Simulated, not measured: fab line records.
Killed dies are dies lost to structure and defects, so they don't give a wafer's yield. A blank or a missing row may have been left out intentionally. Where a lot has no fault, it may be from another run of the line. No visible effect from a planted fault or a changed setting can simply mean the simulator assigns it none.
fab line records    flow nand-harc    part 2 of 2: steps 5 to 6 of 6
[record] lots = 23  wafers = 69  last-day = 34
route steps=1302 shown P_M2@335 P_BONDPAD@352 A_CHANNEL_HOLE_D1@467
lots untouched by any fault: they come from a run of this same line in which no faults occurred
start-h: start of the lot's first displayed wafer, in hours after the record's first day    wait-h: how many hours have passed since the lot's step before this one    " as in the row above    L1.1+2: a row that stands for several wafers    - either no value or no given start    * or withheld: withheld    < > ~ a bound
route shown NAME@n: a module of which the file shows steps, and the number in the route of the first    usual: mean/standard deviation of fault-free wafers    same: alike in all rows    chamber/n: place in a boat    sites: readings site by site    _std_site: standard deviation across them    _edge_site: outer sites' mean less inner sites'    radius-mm: how far each site lies from the wafer's centre    mask NAME#n: copy n    behind: the last tool/chamber to shape the wafer    hold: why the lot was held/for how many hours/how that ended    device: the n, p or np transistor that did not switch    end of line: the tests these same wafers got at the end of their route    a step given without rows: its recipe and nothing more    killed: count of dies lost to structure and defects at first sort (not the wafer's yield)    map: dies across one wafer; x = killed, . = not, _ = none there
set.NAME: the setting that was run; set.NAME@STEP: the one run at that earlier step    model.NAME: the simulator's own value behind a step, which no gauge read
the route's steps for a sample of lots (tables are steps, rows are wafers)
services: the hour from which a tool's chamber was out of use, counted from the record's first day as start-h (under 0 if before that day), plus the number of hours and why
[[steps]]
[step NHARC_A_CHANNEL_HOLE_D1_ETCH_39]
[recipe] target-depth-a = 2600  over-etch-frac = 0.3  time-s = 325  ion-energy-ev = 200  n2-flow-sccm = 150  h2-flow-sccm = 150  ar-flow-sccm = 0  rf-w = 400  bias-w = 150  chemistry = N2/H2
[usual] drypump-motor-current-A = 5.7/0.39  n2-flow-sccm = 150.0/0.46  oes-product-au = 1.001/0.011  rf-vpp-V = 430.7/2.8  showerhead-plenum-p-Torr = 2.05/0.098  throttle-valve-pct = 14.171/0.0096
lot.wafer  tool         chamber  start-h  wait-h  drypump-motor-current-A  n2-flow-sccm  oes-product-au  rf-hours-counter-h  rf-vpp-V  showerhead-plenum-p-Torr  throttle-valve-pct
L074.3     rie-diel-10  3        -        -       5.7                      149.8         1.000           8                   426.5     1.89                      14.148
L074.1     "            1        "        "       5.3                      149.6         1.007           9                   434.4     2.18                      14.183
L074.5     "            2        "        "       5.8                      150.1         0.991           -                   431.5     2.08                      14.161
L075.3     rie-diel-12  3        -        -       5.9                      149.8         1.000           23                  434.6     2.15                      14.175
L075.1     "            1        "        "       6.7                      149.6         1.007           23                  434.5     2.13                      14.166
L075.4     "            1        "        "       6.7                      150.3         1.010           -                   432.7     2.13                      14.182
L076.4     rie-diel-10  2        -        -       5.8                      149.8         1.014           10                  431.6     2.08                      14.153
L076.1     "            0        "        "       5.7                      149.9         0.996           10                  429.7     2.00                      14.162
L076.6     "            3        "        "       5.7                      150.1         1.020           -                   425.1     1.89                      14.157
L077.3     rie-diel-10  0        -        -       5.7                      149.8         1.001           11                  429.2     2.00                      14.173
L077.6     "            1        "        "       5.3                      150.4         1.016           -                   435.9     2.18                      14.176
L077.5     "            2        "        "       5.8                      150.2         1.012           -                   430.5     2.08                      14.183
L078.4     rie-diel-10  0        -        -       5.7                      149.5         0.989           11                  430.3     2.00                      14.187
L078.3     "            2        "        "       5.8                      149.3         0.996           12                  431.3     2.08                      14.171
L078.6     "            0        "        "       5.7                      150.1         0.994           -                   429.5     2.00                      14.187
L079.1     rie-diel-10  3        -        -       5.7                      150.2         0.991           12                  427.5     1.89                      14.163
L079.4     "            1        "        "       5.3                      150.1         1.005           12                  433.4     2.18                      14.172
L079.5     "            3        "        "       5.6                      149.9         1.007           -                   427.2     1.89                      14.166
L080.4     rie-diel-10  3        -        -       5.7                      149.9         1.003           14                  425.8     1.89                      14.183
L080.2     "            0        "        "       5.7                      150.3         0.991           13                  430.3     2.00                      14.171
L080.6     "            1        "        "       5.3                      150.7         1.002           -                   433.1     2.18                      14.176
L081.3     rie-diel-12  2        -        -       5.3                      150.6         1.013           48                  430.6     1.96                      14.160
L081.5     "            1        "        "       6.7                      150.1         1.004           -                   432.8     2.13                      14.169
L081.4     "            2        "        "       5.3                      149.9         1.018           -                   427.9     1.96                      14.176
L083.2     rie-diel-10  3        -        -       5.7                      149.9         1.014           0                   426.8     1.89                      14.170
L083.1     "            0        "        "       5.7                      149.6         0.983           0                   429.4     2.00                      14.165
L083.3     "            2        "        "       5.8                      150.4         0.990           0                   430.4     2.08                      14.157
L082.3     rie-diel-02  0        -        -       6.7                      150.2         1.002           10                  432.9     2.12                      14.169
L082.5     "            3        "        "       5.6                      150.3         1.014           -                   432.1     2.13                      14.170
L082.6     "            0        "        "       6.7                      149.9         0.997           -                   432.6     2.12                      14.191
L084.2     rie-diel-10  0        -        -       5.7                      150.9         0.986           1                   430.2     2.00                      14.163
L084.3     "            1        "        "       5.3                      150.7         1.002           2                   433.3     2.18                      14.168
L084.6     "            0        "        "       5.7                      150.5         0.985           -                   429.3     2.00                      14.175
L085.4     rie-diel-10  0        -        -       5.7                      150.1         0.974           3                   428.9     2.00                      14.165
L085.5     "            0        "        "       5.7                      149.3         0.971           -                   429.9     2.00                      14.175
L085.6     "            1        "        "       5.3                      150.2         0.999           -                   434.5     2.18                      14.160
L086.2     rie-diel-02  0        -        -       6.6                      149.6         1.011           28                  432.6     2.12                      14.174
L086.5     "            0        "        "       6.6                      150.6         1.003           -                   432.5     2.12                      14.172
L086.6     "            1        "        "       5.1                      150.3         0.997           -                   430.8     2.05                      14.173
L087.2     rie-diel-10  0        -        -       5.7                      150.0         0.982           5                   429.1     2.00                      14.169
L087.3     "            3        "        "       5.6                      150.7         1.012           4                   427.3     1.89                      14.166
L087.6     "            0        "        "       5.7                      149.9         0.977           -                   429.1     2.00                      14.169
L089.4     rie-diel-02  3        -        -       5.5                      149.6         0.996           30                  432.5     2.12                      14.177
L089.3     "            0        "        "       6.7                      150.2         1.001           34                  432.3     2.12                      14.171
L089.5     "            0        "        "       6.7                      148.9         1.011           -                   432.1     2.12                      14.174
L088.4     rie-diel-10  3        -        -       5.7                      150.2         1.017           5                   426.1     1.89                      14.187
L088.3     "            2        "        "       5.8                      150.8         0.998           5                   431.8     2.08                      14.196
L088.6     "            3        "        "       5.7                      150.3         1.022           -                   426.2     1.89                      14.171
L091.4     rie-diel-10  2        -        -       5.8                      149.8         0.996           6                   431.1     2.08                      14.172
L091.1     "            0        "        "       5.6                      149.9         0.985           8                   429.6     2.00                      14.178
L091.6     "            2        "        "       5.8                      150.2         0.993           -                   431.2     2.08                      14.167
L092.3     rie-diel-12  0        -        -       5.8                      150.7         0.985           21                  427.1     1.90                      14.154
L092.4     "            1        "        "       6.7                      149.8         0.985           21                  430.8     2.12                      14.171
L092.5     "            3        "        "       5.9                      149.7         1.001           -                   434.0     2.14                      14.179
L093.4     rie-diel-10  2        -        -       5.8                      149.8         1.002           8                   432.7     2.08                      14.163
L093.3     "            3        "        "       5.6                      151.0         1.020           8                   426.3     1.89                      14.179
L093.2     "            0        "        "       5.7                      149.5         0.990           9                   429.6     2.00                      14.164
L094.4     rie-diel-02  1        -        -       5.0                      150.2         1.000           55                  428.9     2.04                      14.176
L094.5     "            3        "        "       5.6                      149.8         0.998           -                   432.3     2.11                      14.164
L094.6     "            0        "        "       6.7                      150.6         0.999           -                   432.2     2.11                      14.185
L095.2     rie-diel-10  0        -        -       5.7                      150.1         0.987           11                  428.8     2.00                      14.162
L095.4     "            3        "        "       5.7                      149.8         1.020           11                  426.1     1.89                      14.175
L095.5     "            1        "        "       5.3                      150.4         1.015           -                   433.9     2.17                      14.162
L096.1     rie-diel-10  1        -        -       5.3                      150.4         1.001           12                  435.3     2.17                      14.175
L096.4     "            2        "        "       5.8                      150.5         0.996           11                  432.1     2.08                      14.166
L096.5     "            1        "        "       5.3                      149.7         1.011           -                   433.3     2.17                      14.184
L097.3     rie-diel-10  3        -        -       5.6                      149.4         1.024           12                  426.3     1.89                      14.186
L097.1     "            1        "        "       5.3                      149.7         1.003           13                  434.0     2.17                      14.151
L097.5     "            0        "        "       5.6                      151.1         1.000           -                   429.4     2.00                      14.194
[step NHARC_A_CHANNEL_HOLE_D1_ETCH_33]
[recipe] bias-v = 400  source-w = 2000  pressure-mtorr = 25  time-s = 90  ar-flow-sccm = 375  c4f8-flow-sccm = 41.7  o2-flow-sccm = 83.3  temp-c = -20  target-depth-a = 4000  chemistry = C4F8/O2/Ar
[usual] drypump-motor-current-A = 5.8/0.37  he-backside-leak-sccm = 5.8/0.4  showerhead-plenum-p-Torr = 3.69/0.1  throttle-valve-pct = 27.620/0.0095
lot.wafer  tool         chamber  start-h  wait-h  drypump-motor-current-A  he-backside-leak-sccm  rf-hours-counter-h  showerhead-plenum-p-Torr  throttle-valve-pct
L074.1     har-etch-01  1        187.87   0.2     6.3                      5.7                    92                  3.77                      27.616
L074.3     "            1        "        "       6.2                      5.9                    -                   3.77                      27.634
L074.5     "            1        "        "       6.2                      5.9                    -                   3.77                      27.608
L075.1     har-etch-01  0        192.00   0.2     5.3                      5.0                    96                  3.77                      27.612
L075.4     "            0        "        "       5.3                      5.2                    -                   3.77                      27.622
L075.3     "            1        "        "       6.2                      5.7                    -                   3.77                      27.622
L076.1     har-etch-01  0        206.67   0.2     5.3                      5.2                    104                 3.76                      27.608
L076.4     "            0        "        "       5.3                      5.2                    -                   3.76                      27.631
L076.6     "            0        "        "       5.3                      5.2                    -                   3.76                      27.604
L077.3     har-etch-01  0        225.92   0.2     5.3                      5.4                    -                   3.76                      27.623
L077.5     "            1        "        "       6.2                      5.8                    -                   3.76                      27.615
L077.6     "            0        "        "       5.3                      5.2                    -                   3.76                      27.615
L078.3     har-etch-02  0        227.61   0.2     5.9                      6.0                    -                   3.55                      27.618
L078.4     "            1        "        "       5.6                      6.0                    -                   3.66                      27.619
L078.6     "            1        "        "       5.6                      5.6                    -                   3.66                      27.625
L079.1     har-etch-01  1        229.98   0.2     6.3                      5.6                    123                 3.75                      27.605
L079.4     "            0        "        "       5.3                      5.2                    -                   3.75                      27.625
L079.5     "            1        "        "       6.3                      5.8                    -                   3.75                      27.633
L080.2     har-etch-02  0        244.01   0.2     5.9                      6.7                    331                 3.54                      27.618
L080.4     "            0        "        "       5.8                      6.5                    -                   3.54                      27.610
L080.6     "            1        "        "       5.6                      5.9                    -                   3.65                      27.624
L081.4     har-etch-01  1        255.91   0.2     6.3                      5.9                    -                   3.74                      27.626
L081.3     "            0        "        "       5.3                      5.3                    -                   3.74                      27.622
L081.5     "            1        "        "       6.3                      6.0                    -                   3.74                      27.617
L083.1     har-etch-01  1        270.53   0.2     6.3                      5.9                    146                 3.74                      27.596
L083.2     "            0        "        "       5.4                      5.5                    146                 3.74                      27.613
L083.3     "            0        "        "       5.4                      5.6                    -                   3.74                      27.627
L082.3     har-etch-02  0        271.15   0.2     5.9                      6.1                    -                   3.54                      27.622
L082.6     "            0        "        "       5.9                      6.5                    -                   3.54                      27.622
L082.5     "            1        "        "       5.6                      5.9                    -                   3.64                      27.616
L084.2     har-etch-01  1        283.31   0.2     6.3                      6.2                    153                 3.74                      27.614
L084.3     "            0        "        "       5.4                      5.3                    -                   3.74                      27.622
L084.6     "            0        "        "       5.4                      5.5                    -                   3.74                      27.607
L085.4     har-etch-02  0        306.99   0.2     5.9                      6.1                    -                   3.53                      27.629
L085.5     "            1        "        "       5.6                      5.9                    -                   3.63                      27.615
L085.6     "            0        "        "       5.8                      6.3                    -                   3.53                      27.633
L086.2     har-etch-01  0        310.25   0.2     5.4                      5.3                    165                 3.73                      27.628
L086.6     "            0        "        "       5.3                      5.5                    -                   3.73                      27.634
L086.5     "            1        "        "       6.2                      5.8                    -                   3.73                      27.618
L087.2     har-etch-02  0        315.53   0.2     5.8                      6.0                    366                 3.53                      27.617
L087.3     "            0        "        "       5.9                      6.2                    -                   3.53                      27.620
L087.6     "            1        "        "       5.6                      5.7                    -                   3.63                      27.600
L089.4     har-etch-01  0        331.18   0.2     5.3                      5.6                    -                   3.72                      27.623
L089.3     "            1        "        "       6.2                      6.0                    -                   3.72                      27.609
L089.5     "            0        "        "       5.4                      5.4                    -                   3.72                      27.611
L088.4     har-etch-02  0        331.73   0.2     5.9                      5.8                    -                   3.52                      27.622
L088.3     "            1        "        "       5.6                      6.0                    -                   3.63                      27.608
L088.6     "            1        "        "       5.6                      5.8                    -                   3.63                      27.612
L091.1     har-etch-01  1        349.44   0.2     6.3                      6.1                    188                 3.72                      27.623
L091.4     "            0        "        "       5.4                      5.5                    -                   3.72                      27.626
L091.6     "            0        "        "       5.3                      5.4                    -                   3.72                      27.625
L092.4     har-etch-01  1        363.53   0.2     6.2                      6.2                    -                   3.71                      27.627
L092.3     "            0        "        "       5.3                      5.6                    -                   3.71                      27.632
L092.5     "            1        "        "       6.2                      6.2                    -                   3.71                      27.632
L093.2     har-etch-02  0        372.27   0.2     5.8                      6.3                    404                 3.51                      27.603
L093.4     "            1        "        "       5.6                      6.5                    -                   3.61                      27.615
L093.3     "            0        "        "       5.9                      6.2                    -                   3.51                      27.635
L094.4     har-etch-01  0        393.50   0.2     5.3                      5.6                    -                   3.70                      27.605
L094.5     "            0        "        "       5.3                      5.7                    -                   3.70                      27.603
L094.6     "            1        "        "       6.3                      6.1                    -                   3.70                      27.620
L095.2     har-etch-01  1        405.56   0.2     6.2                      6.0                    229                 3.69                      27.643
L095.4     "            1        "        "       6.2                      6.4                    -                   3.69                      27.632
L095.5     "            0        "        "       5.4                      5.6                    -                   3.69                      27.617
L096.1     har-etch-02  1        407.92   0.2     5.6                      5.2                    11                  3.97                      27.619
L096.4     "            1        "        "       5.6                      5.0                    -                   3.97                      27.631
L096.5     "            1        "        "       5.6                      5.2                    -                   3.97                      27.604
L097.1     har-etch-01  0        416.43   0.2     5.4                      5.5                    237                 3.69                      27.615
L097.3     "            1        "        "       6.2                      6.1                    -                   3.69                      27.622
L097.5     "            0        "        "       5.4                      5.7                    -                   3.69                      27.621
[[services]]
tool         chamber  start-h  hours  kind
rie-diel-11  3        115.96   2.5    repair
rie-diel-07  -        117.63   9.0    pm
rie-diel-11  1        121.85   6.4    repair
rie-diel-11  2        122.63   10.9   repair
rie-diel-07  -        139.55   1.1    repair
cmp-03       -        177.26   10.4   repair
rie-diel-10  0        191.77   4.4    repair
cmp-03       -        198.07   4.0    pm
rie-diel-11  0        204.59   4.2    repair
rie-diel-10  -        242.51   9.0    pm
pecvd-04     0        248.34   4.1    repair
rie-diel-11  -        255.53   9.0    pm
pecvd-04     -        269.13   13.0   pm
cmp-03       -        274.83   2.9    repair
rie-diel-10  -        277.42   0.7    repair
rie-diel-11  -        295.56   1.2    repair
cmp-03       -        296.07   4.0    pm
rie-diel-11  2        309.67   11.1   repair
har-etch-01  -        313.12   0.8    repair
pecvd-04     1        324.70   4.3    repair
rie-diel-10  0        348.01   14.6   repair
cmp-03       -        394.07   4.0    pm
rie-diel-11  3        395.01   12.0   repair
pecvd-04     -        415.79   1.6    repair
